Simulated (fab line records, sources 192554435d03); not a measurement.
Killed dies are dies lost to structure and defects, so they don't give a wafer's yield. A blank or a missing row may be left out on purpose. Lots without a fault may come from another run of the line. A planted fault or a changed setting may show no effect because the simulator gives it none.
Problem report in the 8D (eight disciplines) form, filled by code | flow n5_finfet | the parts of the form that need people (team, actions taken, sign-off) are left out

1. THE PROBLEM
spin_speed_rpm at N5_BEOL_M15_COAT_04 reads a mean of 1843.3 rpm on 6 wafers of 2 lots; wafers without a fault read 1704.2 rpm with a standard deviation of 1. That is +99 or more standard deviations from the usual mean.
The step: resist thk 800 nm.
First seen on wafer L752.2, day 16 14:23, on litho_track-02. The record holds 36 wafers of 12 lots with a number at this step. Rule for "out", or "out of limits": more than 4 standard deviations from the usual mean. The other wafers with a number count as sound.

2. WHAT IT IS AND WHAT IT IS NOT
question                    | is                     | is not
which readings at this step | spin_speed_rpm         | chill_plate_temp_C, resist_line_temp_C
which lots                  | L752, L754             | L733, L734, L735, L736, L737, L739, L740, L742, L745, L746
which wafers of those lots  | all that have a number | -
read on which tools         | litho_track-02         | litho_track-01
when                        | from day 16 14:23      | up to then (30 sound wafers)

3. SUSPECTS, AND WHAT RULES EACH OUT
Counting: a tool at a process step up to the reading stays a suspect if it ran every lot that is out and no sound lot after the first of them.
- cmp-01 at N5_BEOL_M14_CMP_49 (polishes, stops on SiO2, t overpolish 5.2 s, target thk 560 nm): kept. It ran every lot that is out, first L752 (day 16 13:41), and no sound lot after that; its last sound lot up to then is L745 (day 14 05:15).
- litho_track-02 at N5_BEOL_M15_COAT_04 (resist thk 800 nm): kept. It ran every lot that is out, first L752 (day 16 14:23), and no sound lot after that; its last sound lot up to then is L745 (day 14 05:57). Its own readings are out on those wafers: spin_speed_rpm.
Left after counting: cmp-01 at N5_BEOL_M14_CMP_49, litho_track-02 at N5_BEOL_M15_COAT_04.

4. THE CAUSE (what the simulator had put in)
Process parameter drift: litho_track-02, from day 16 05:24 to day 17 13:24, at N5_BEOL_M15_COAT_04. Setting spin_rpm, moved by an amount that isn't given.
Counting left 2 suspects, and this tool is among them.

5. THE CHAIN OF EFFECTS, in route order
Each row: a reading whose mean over the struck wafers that have a number lies more than 3 standard deviations from the usual. Only readings for which the record gives a usual standard deviation are gone through. hours: the time from each lot's start at the first step in this table that gives one to its start at this step, as a median over the lots. sigmas: the change in usual standard deviations.
hours | step                | reading        | usual      | on struck wafers | change | sigmas
0     | N5_BEOL_M15_COAT_04 | spin_speed_rpm | 1704.2 rpm | 1843.3           | +139.1 | +99 or more
The process steps in it:
- N5_BEOL_M15_COAT_04: resist thk 800 nm.
Later measuring or inspecting steps at which every struck wafer that the step has a row for has a number for every such reading, and none has moved that far: N5_BEOL_M15_CD_MEAS_10.

6. WHAT WOULD HAVE CAUGHT IT SOONER
In this record the first reading out of limits was taken at day 16 14:23, 9 hours after the fault began at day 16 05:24.
